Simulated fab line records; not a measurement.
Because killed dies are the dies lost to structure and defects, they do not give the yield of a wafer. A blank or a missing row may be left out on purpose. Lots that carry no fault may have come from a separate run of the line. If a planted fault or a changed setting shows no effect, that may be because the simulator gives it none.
Chamber matching / flow nandHarc / NHARC_A_CHANNEL_FILL_D1_ALD_14 on aldHk-01: 4 sister chambers
The step deposits SiO2, target thk 2.5 nm, pulse time 10 s, ald cycles 25. 24 wafers are shown with their chamber, then 12 later ones without.

EACH WAFER AND ITS CHAMBER
wafer=L076.1; chamber=0; heaterPowerW (W)=505; precursorPulseHeightRel=0.987
wafer=L076.2; chamber=3; heaterPowerW (W)=454; precursorPulseHeightRel=1.001
wafer=L076.3; chamber=1; heaterPowerW (W)=500; precursorPulseHeightRel=0.969
wafer=L076.4; chamber=2; heaterPowerW (W)=496; precursorPulseHeightRel=1.008
wafer=L076.5; chamber=1; heaterPowerW (W)=489; precursorPulseHeightRel=1.016
wafer=L076.6; chamber=2; heaterPowerW (W)=495; precursorPulseHeightRel=0.967
wafer=L075.3; chamber=3; heaterPowerW (W)=451; precursorPulseHeightRel=1.009
wafer=L075.4; chamber=1; heaterPowerW (W)=496; precursorPulseHeightRel=1.036
wafer=L075.6; chamber=1; heaterPowerW (W)=491; precursorPulseHeightRel=1.012
wafer=L077.3; chamber=3; heaterPowerW (W)=452; precursorPulseHeightRel=0.991
wafer=L077.4; chamber=2; heaterPowerW (W)=496; precursorPulseHeightRel=0.969
wafer=L077.6; chamber=2; heaterPowerW (W)=506; precursorPulseHeightRel=0.993
wafer=L081.3; chamber=1; heaterPowerW (W)=509; precursorPulseHeightRel=1.022
wafer=L081.5; chamber=3; heaterPowerW (W)=457; precursorPulseHeightRel=1.005
wafer=L081.6; chamber=0; heaterPowerW (W)=494; precursorPulseHeightRel=0.992
wafer=L082.3; chamber=0; heaterPowerW (W)=490; precursorPulseHeightRel=0.988
wafer=L082.5; chamber=3; heaterPowerW (W)=455; precursorPulseHeightRel=1.007
wafer=L082.6; chamber=2; heaterPowerW (W)=499; precursorPulseHeightRel=0.969
wafer=L083.2; chamber=2; heaterPowerW (W)=514; precursorPulseHeightRel=0.991
wafer=L083.3; chamber=0; heaterPowerW (W)=494; precursorPulseHeightRel=0.996
wafer=L083.4; chamber=1; heaterPowerW (W)=503; precursorPulseHeightRel=0.992
wafer=L087.1; chamber=3; heaterPowerW (W)=444; precursorPulseHeightRel=0.988
wafer=L087.4; chamber=0; heaterPowerW (W)=508; precursorPulseHeightRel=0.980
wafer=L087.6; chamber=0; heaterPowerW (W)=509; precursorPulseHeightRel=1.010

SIGNATURES (means of the wafers above)
reading=heaterPowerW; chamber 0=500.00; chamber 1=498.00; chamber 2=501.00; chamber 3=452.17; scatter within a chamber=7.12
reading=precursorPulseHeightRel; chamber 0=0.99217; chamber 1=1.00783; chamber 2=0.98283; chamber 3=1.00017; scatter within a chamber=0.0161
Rule: a wafer lies at a distance from a chamber equal to the root of the sum of squares, over the readings, of (its reading less the chamber's mean, divided by the reading's scatter). If the next closest chamber is less than 2 further off than the closest, the wafer can't be placed; otherwise it belongs to the closest. The scatter: the root of (the sum of the squares of (reading less its chamber's mean) over the shown wafers, divided by (wafers less chambers)).

WAFERS WITH NO CHAMBER GIVEN
wafer=L090.3; heaterPowerW (W)=525; precursorPulseHeightRel=0.978
wafer=L090.4; heaterPowerW (W)=508; precursorPulseHeightRel=1.008
wafer=L090.6; heaterPowerW (W)=499; precursorPulseHeightRel=1.004
wafer=L091.1; heaterPowerW (W)=450; precursorPulseHeightRel=1.006
wafer=L091.3; heaterPowerW (W)=479; precursorPulseHeightRel=1.006
wafer=L091.5; heaterPowerW (W)=449; precursorPulseHeightRel=1.018
wafer=L094.1; heaterPowerW (W)=441; precursorPulseHeightRel=1.011
wafer=L094.2; heaterPowerW (W)=500; precursorPulseHeightRel=1.027
wafer=L094.5; heaterPowerW (W)=454; precursorPulseHeightRel=1.007
wafer=L095.4; heaterPowerW (W)=504; precursorPulseHeightRel=1.008
wafer=L095.5; heaterPowerW (W)=515; precursorPulseHeightRel=0.992
wafer=L095.6; heaterPowerW (W)=445; precursorPulseHeightRel=0.996

EACH ONE'S CHAMBER
wafer=L090.3; from the rows above=can't be placed: 2 or 0 or 1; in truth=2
wafer=L090.4; from the rows above=can't be placed: 1 or 0 or 2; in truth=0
wafer=L090.6; from the rows above=can't be placed: 1 or 0 or 2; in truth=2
wafer=L091.1; from the rows above=3; in truth=3
wafer=L091.3; from the rows above=can't be placed: 1 or 0 or 2 or 3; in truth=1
wafer=L091.5; from the rows above=3; in truth=3
wafer=L094.1; from the rows above=3; in truth=3
wafer=L094.2; from the rows above=can't be placed: 1 or 0 or 2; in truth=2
wafer=L094.5; from the rows above=3; in truth=3
wafer=L095.4; from the rows above=can't be placed: 1 or 0 or 2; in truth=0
wafer=L095.5; from the rows above=can't be placed: 2 or 0 or 1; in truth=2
wafer=L095.6; from the rows above=3; in truth=3
Correctly placed: 5 of 12. Cannot be placed on the basis of these rows: 7; the candidates contain the true chamber in 7. Placed wrongly: 0.
